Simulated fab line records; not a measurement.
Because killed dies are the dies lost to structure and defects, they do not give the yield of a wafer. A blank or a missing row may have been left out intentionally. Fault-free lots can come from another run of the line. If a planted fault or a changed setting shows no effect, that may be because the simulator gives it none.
Split-lot trial / flow n5 finfet / 39 wafers read across 7 lots, on a route 1938 steps long

## THE SPLIT ITSELF
At N5_ILD0_PRECLEAN_10 (cleans in NF3:NH3, afs cycles 5, time 20 s, sublimation time 60 s), the setting time s was moved away from the recipe's 20 s on 15 of the 39 wafers read, by -24.5% to +50.7%. All remaining wafers had this setting at the recipe value.

The reading is taken at the split's own step.

## THE READING
SiO2_flowable_of_ILD0_FCVD_FILL_01.thk nm (the simulator's own value, which no gauge read), in nm, at N5_ILD0_PRECLEAN_10 (cleans in NF3:NH3, afs cycles 5, time 20 s, sublimation time 60 s). No usual value for it is given in the file. Here, 24 wafers ran the recipe; their average is 119.6 nm with a standard deviation of 1.3 nm.

wafer=L077.1; tool, chamber at the split=remote plasma-02, 0; time s as run, s=27.38; against the recipe=+36.9%; SiO2_flowable_of_ILD0_FCVD_FILL_01.thk nm, nm=115.2; against lot-mates on the recipe=-4.5
wafer=L077.2; tool, chamber at the split=remote plasma-02, 0; time s as run, s=20; against the recipe=recipe; SiO2_flowable_of_ILD0_FCVD_FILL_01.thk nm, nm=119.6; against lot-mates on the recipe=-
wafer=L077.3; tool, chamber at the split=remote plasma-02, 0; time s as run, s=27.38; against the recipe=+36.9%; SiO2_flowable_of_ILD0_FCVD_FILL_01.thk nm, nm=111.8; against lot-mates on the recipe=-7.9
wafer=L077.4; tool, chamber at the split=remote plasma-02, 0; time s as run, s=27.38; against the recipe=+36.9%; SiO2_flowable_of_ILD0_FCVD_FILL_01.thk nm, nm=116.6; against lot-mates on the recipe=-3.1
wafer=L077.5; tool, chamber at the split=remote plasma-02, 0; time s as run, s=20; against the recipe=recipe; SiO2_flowable_of_ILD0_FCVD_FILL_01.thk nm, nm=122.2; against lot-mates on the recipe=-
wafer=L077.6; tool, chamber at the split=remote plasma-02, 0; time s as run, s=20; against the recipe=recipe; SiO2_flowable_of_ILD0_FCVD_FILL_01.thk nm, nm=117.2; against lot-mates on the recipe=-
wafer=L079.1; tool, chamber at the split=remote plasma-02, 0; time s as run, s=30.15; against the recipe=+50.7%; SiO2_flowable_of_ILD0_FCVD_FILL_01.thk nm, nm=113.6; against lot-mates on the recipe=-6.5
wafer=L079.2; tool, chamber at the split=remote plasma-02, 0; time s as run, s=30.15; against the recipe=+50.7%; SiO2_flowable_of_ILD0_FCVD_FILL_01.thk nm, nm=113.2; against lot-mates on the recipe=-6.9
wafer=L079.4; tool, chamber at the split=remote plasma-02, 0; time s as run, s=30.15; against the recipe=+50.7%; SiO2_flowable_of_ILD0_FCVD_FILL_01.thk nm, nm=113.2; against lot-mates on the recipe=-6.9
wafer=L079.3; tool, chamber at the split=remote plasma-02, 0; time s as run, s=20; against the recipe=recipe; SiO2_flowable_of_ILD0_FCVD_FILL_01.thk nm, nm=120; against lot-mates on the recipe=-
wafer=L079.5; tool, chamber at the split=remote plasma-02, 0; time s as run, s=20; against the recipe=recipe; SiO2_flowable_of_ILD0_FCVD_FILL_01.thk nm, nm=120; against lot-mates on the recipe=-
wafer=L079.6; tool, chamber at the split=remote plasma-02, 0; time s as run, s=20; against the recipe=recipe; SiO2_flowable_of_ILD0_FCVD_FILL_01.thk nm, nm=120.2; against lot-mates on the recipe=-
wafer=L082.1; tool, chamber at the split=remote plasma-02, 0; time s as run, s=15.1; against the recipe=-24.5%; SiO2_flowable_of_ILD0_FCVD_FILL_01.thk nm, nm=123.4; against lot-mates on the recipe=+4.9
wafer=L082.2; tool, chamber at the split=remote plasma-02, 0; time s as run, s=20; against the recipe=recipe; SiO2_flowable_of_ILD0_FCVD_FILL_01.thk nm, nm=119; against lot-mates on the recipe=-
wafer=L082.5; tool, chamber at the split=remote plasma-02, 0; time s as run, s=20; against the recipe=recipe; SiO2_flowable_of_ILD0_FCVD_FILL_01.thk nm, nm=119; against lot-mates on the recipe=-
wafer=L082.3; tool, chamber at the split=remote plasma-02, 0; time s as run, s=15.1; against the recipe=-24.5%; SiO2_flowable_of_ILD0_FCVD_FILL_01.thk nm, nm=122; against lot-mates on the recipe=+3.5
wafer=L082.4; tool, chamber at the split=remote plasma-02, 0; time s as run, s=15.1; against the recipe=-24.5%; SiO2_flowable_of_ILD0_FCVD_FILL_01.thk nm, nm=122.8; against lot-mates on the recipe=+4.3
wafer=L082.6; tool, chamber at the split=remote plasma-02, 0; time s as run, s=20; against the recipe=recipe; SiO2_flowable_of_ILD0_FCVD_FILL_01.thk nm, nm=117.4; against lot-mates on the recipe=-
wafer=L083.1; tool, chamber at the split=remote plasma-01, 0; time s as run, s=16.65; against the recipe=-16.8%; SiO2_flowable_of_ILD0_FCVD_FILL_01.thk nm, nm=125; against lot-mates on the recipe=+3.9
wafer=L083.2; tool, chamber at the split=remote plasma-01, 0; time s as run, s=20; against the recipe=recipe; SiO2_flowable_of_ILD0_FCVD_FILL_01.thk nm, nm=121.2; against lot-mates on the recipe=-
wafer=L083.3; tool, chamber at the split=remote plasma-01, 0; time s as run, s=16.65; against the recipe=-16.8%; SiO2_flowable_of_ILD0_FCVD_FILL_01.thk nm, nm=126.6; against lot-mates on the recipe=+5.5
wafer=L083.4; tool, chamber at the split=remote plasma-01, 0; time s as run, s=16.65; against the recipe=-16.8%; SiO2_flowable_of_ILD0_FCVD_FILL_01.thk nm, nm=122.4; against lot-mates on the recipe=+1.3
wafer=L083.5; tool, chamber at the split=remote plasma-01, 0; time s as run, s=20; against the recipe=recipe; SiO2_flowable_of_ILD0_FCVD_FILL_01.thk nm, nm=118.8; against lot-mates on the recipe=-
wafer=L083.6; tool, chamber at the split=remote plasma-01, 0; time s as run, s=20; against the recipe=recipe; SiO2_flowable_of_ILD0_FCVD_FILL_01.thk nm, nm=123.4; against lot-mates on the recipe=-
wafer=L087.1; tool, chamber at the split=remote plasma-02, 1; time s as run, s=20; against the recipe=recipe; SiO2_flowable_of_ILD0_FCVD_FILL_01.thk nm, nm=118.6; against lot-mates on the recipe=-
wafer=L087.2; tool, chamber at the split=remote plasma-02, 1; time s as run, s=20; against the recipe=recipe; SiO2_flowable_of_ILD0_FCVD_FILL_01.thk nm, nm=119.8; against lot-mates on the recipe=-
wafer=L087.4; tool, chamber at the split=remote plasma-02, 1; time s as run, s=20; against the recipe=recipe; SiO2_flowable_of_ILD0_FCVD_FILL_01.thk nm, nm=119.8; against lot-mates on the recipe=-
wafer=L087.6; tool, chamber at the split=remote plasma-02, 1; time s as run, s=20; against the recipe=recipe; SiO2_flowable_of_ILD0_FCVD_FILL_01.thk nm, nm=119.8; against lot-mates on the recipe=-
wafer=L087.3; tool, chamber at the split=remote plasma-02, 1; time s as run, s=20; against the recipe=recipe; SiO2_flowable_of_ILD0_FCVD_FILL_01.thk nm, nm=119; against lot-mates on the recipe=-
wafer=L087.5; tool, chamber at the split=remote plasma-02, 1; time s as run, s=20; against the recipe=recipe; SiO2_flowable_of_ILD0_FCVD_FILL_01.thk nm, nm=118.8; against lot-mates on the recipe=-
wafer=L089.1; tool, chamber at the split=remote plasma-01, 0; time s as run, s=27.44; against the recipe=+37.2%; SiO2_flowable_of_ILD0_FCVD_FILL_01.thk nm, nm=114.8; against lot-mates on the recipe=-4.9
wafer=L089.2; tool, chamber at the split=remote plasma-01, 0; time s as run, s=20; against the recipe=recipe; SiO2_flowable_of_ILD0_FCVD_FILL_01.thk nm, nm=119.4; against lot-mates on the recipe=-
wafer=L089.3; tool, chamber at the split=remote plasma-01, 0; time s as run, s=27.44; against the recipe=+37.2%; SiO2_flowable_of_ILD0_FCVD_FILL_01.thk nm, nm=112.8; against lot-mates on the recipe=-6.9
wafer=L089.4; tool, chamber at the split=remote plasma-01, 0; time s as run, s=20; against the recipe=recipe; SiO2_flowable_of_ILD0_FCVD_FILL_01.thk nm, nm=120; against lot-mates on the recipe=-
wafer=L089.5; tool, chamber at the split=remote plasma-01, 0; time s as run, s=20; against the recipe=recipe; SiO2_flowable_of_ILD0_FCVD_FILL_01.thk nm, nm=119.6; against lot-mates on the recipe=-
wafer=L089.6; tool, chamber at the split=remote plasma-01, 0; time s as run, s=27.44; against the recipe=+37.2%; SiO2_flowable_of_ILD0_FCVD_FILL_01.thk nm, nm=114.4; against lot-mates on the recipe=-5.3
wafer=L097.2; tool, chamber at the split=remote plasma-01, 1; time s as run, s=20; against the recipe=recipe; SiO2_flowable_of_ILD0_FCVD_FILL_01.thk nm, nm=119; against lot-mates on the recipe=-
wafer=L097.4; tool, chamber at the split=remote plasma-01, 1; time s as run, s=20; against the recipe=recipe; SiO2_flowable_of_ILD0_FCVD_FILL_01.thk nm, nm=118.2; against lot-mates on the recipe=-
wafer=L097.5; tool, chamber at the split=remote plasma-01, 1; time s as run, s=20; against the recipe=recipe; SiO2_flowable_of_ILD0_FCVD_FILL_01.thk nm, nm=119.4; against lot-mates on the recipe=-

FIT RESULTS
A straight line over all 39 wafers: SiO2_flowable_of_ILD0_FCVD_FILL_01.thk nm changes by -0.144 nm for each +1% of time s; r = -0.89; the points scatter about the line by 1.5 nm.
The same after taking each lot's own level away (the mean of its wafers on the recipe; 39 wafers): -0.149 nm for each +1%; r = -0.93; scatter 1.2 nm.
The reading moves by 7.6 nm for the largest change in time s, on that fit.
The span of the lots' own levels, 118.47 to 121.13 nm, comes to 2.0 times the standard deviation stated above.
The two slopes agree, so the slope changes little with the lot-to-lot level.
Check: for one of the wafers moved furthest among these (+50.7%), held out of the fit, the line's prediction against its lot-mates is -7.49 nm. Against them it came out at -6.47 nm.

## OTHER SPLITS APPLIED TO THESE WAFERS
Before the reading, these wafers also passed through other splits. Each is held against what the fit with the lots' levels taken away leaves over:
other split on the same wafers=N5_ZERO_LAYER_ETCH_18 target depth a; wafers away from the commonest value=12; r with SiO2_flowable_of_ILD0_FCVD_FILL_01.thk nm (lot level and that fit taken away)=+0.28
other split on the same wafers=N5_SD_EPI_N_ETCH_35 time s; wafers away from the commonest value=9; r with SiO2_flowable_of_ILD0_FCVD_FILL_01.thk nm (lot level and that fit taken away)=-0.01

## FILE'S OWN FIT
SiO2_flowable_of_ILD0_FCVD_FILL_01.thk nm changes by -0.146 nm for each +1% of time s, r = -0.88.
